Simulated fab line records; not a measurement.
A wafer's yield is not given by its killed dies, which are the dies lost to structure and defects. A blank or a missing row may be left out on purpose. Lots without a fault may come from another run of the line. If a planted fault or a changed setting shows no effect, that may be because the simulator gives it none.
Code-filled problem report in 8D (eight disciplines) form / flow n5_finfet / the parts of the form that need people (team, actions taken, sign-off) are left out

1. THE PROBLEM
Wafers free of any fault read 155.5 nm (standard deviation 1.9) for M7_ILD_THK at N5_BEOL_M7_THK_MEAS_01, against a mean of 172.0 nm on 3 wafers of 3 lots. Measured from the usual mean, that is +8.7 standard deviations.
Seen first at day 11 17:46 on film_metro-01, wafer L316.5. The record has a number at this step for 34 wafers belonging to 12 lots. Rule for "out" (also "out of limits"): further than 4 standard deviations from the usual mean. The rest of the wafers with a number are treated as sound.

2. WHAT THIS IS AND IS NOT
question=which readings at this step | is=M7_ILD_THK | is not=-
question=which lots | is=L316, L317, L319 | is not=L310, L311, L315, L318, L327, L328, L329, L331, L332
question=which wafers of those lots | is=L316.5, L317.2, L319.2 | is not=L316.3, L316.6, L317.4, L319.4
question=read on which gauges | is=film_metro-01 | is not=film_metro-02
question=when | is=from day 11 17:46 | is not=up to then (14 sound wafers); but 17 sound wafers of L317, L319, L327, L328, L329, L331, L332 came after

3. THE SUSPECTS, EACH WITH WHAT RULES IT OUT
Counting: any tool at a process step up to the reading remains a suspect provided it ran every lot that is out. Sound lots after the first of them don't rule it out here, since some wafers of a struck lot are sound.
- the gauge at N5_BEOL_M7_THK_MEAS_01: kept. All the wafers that are out were read on film_metro-01, and no step on other tools shows them out.
- pecvd-01 at N5_BEOL_M7_ILD_DEP_00 (deposits SiCOH lowk from DEMS/porogen, target thk 179.75 nm, time 33.4 s): kept. It processed each lot that is out (first: L316, day 11 17:11); up to then, its last sound lot is L318 (day 11 09:25).
Left after counting: pecvd-01 at N5_BEOL_M7_ILD_DEP_00, film_metro-01 at N5_BEOL_M7_THK_MEAS_01.

4. THE CAUSE (what the simulator had put in)
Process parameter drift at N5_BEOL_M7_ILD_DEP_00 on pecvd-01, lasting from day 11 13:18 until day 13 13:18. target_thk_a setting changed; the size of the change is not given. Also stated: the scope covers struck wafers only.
Of the 2 suspects that counting leaves, this tool is one.

5. SEQUENCE OF EFFECTS, ordered by route
One row per reading whose mean, taken over the struck wafers that have a number, lies over 3 standard deviations from the usual. Readings are gone through only where the record gives a usual standard deviation; hours: the median, over the lots, of the time from a lot's start at the first step in this table giving one to that lot's start at this step; sigmas: the change measured in usual standard deviations.
hours=0; step=N5_BEOL_M7_THK_MEAS_01; reading=M7_ILD_THK; usual=155.5 nm; on struck wafers=172.0; change=+16.5; sigmas=+8.7

6. WHAT WOULD HAVE CAUGHT IT SOONER
The first out-of-limits reading at a measuring or inspecting step in this record came at day 11 17:46, 4 hours after the fault's start at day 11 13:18.
No tool reading at N5_BEOL_M7_ILD_DEP_00 that has a usual standard deviation in the record was out on any struck wafer, so an alarm limit of 4 standard deviations on those readings would not have fired.
L317, L319, from the lots that are out (3), started N5_BEOL_M7_ILD_DEP_00 on pecvd-01 later than day 11 17:46. A hold on the tool at that time would have spared those 2.
